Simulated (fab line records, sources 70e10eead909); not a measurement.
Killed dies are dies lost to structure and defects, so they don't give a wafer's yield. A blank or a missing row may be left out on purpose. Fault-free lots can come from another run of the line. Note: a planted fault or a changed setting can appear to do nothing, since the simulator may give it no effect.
Matching of chambers	flow nand_harc	3 sister chambers for NHARC_A_STAIRCASE_DESCUM_252 on rie_diel-11
The step chemistry O2, time 3 s. 3 wafers are shown with their chamber, then 5 later ones without.

WAFERS, EACH WITH ITS CHAMBER
wafer	chamber	showerhead_plenum_p_Torr (Torr)
L091.5	2	2.00
L092.1	3	2.03
L092.2	0	1.77

WAFERS WITH NO CHAMBER GIVEN
wafer	showerhead_plenum_p_Torr (Torr)
L092.6	1.77
L096.3	2.03
L096.4	2.08
L095.2	2.07
L095.4	2.03

THE CHAMBER EACH PASSED THROUGH
wafer	from the rows above	in truth
L092.6	0	0
L096.3	can't be placed: 3 or 2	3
L096.4	can't be placed: 3 or 2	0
L095.2	can't be placed: 3 or 2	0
L095.4	can't be placed: 3 or 2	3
1 of 5 placed correctly. Can't be placed from these rows: 4 (the true chamber is among the candidates in 2). Number placed wrongly: 0.
How it was worked out, from the rows above alone: a wafer's distance from a chamber is the root of the sum, over the readings, of the square of ((its reading less the chamber's mean) divided by the reading's scatter). If the next closest chamber is less than 2 further off than the closest, the wafer can't be placed; otherwise it belongs to the closest. For every chamber, the mean is computed from those of its wafers that are shown. The scatter: with one shown wafer a chamber, the root of the mean of the squares of how far each hidden wafer lies from its nearest shown one.
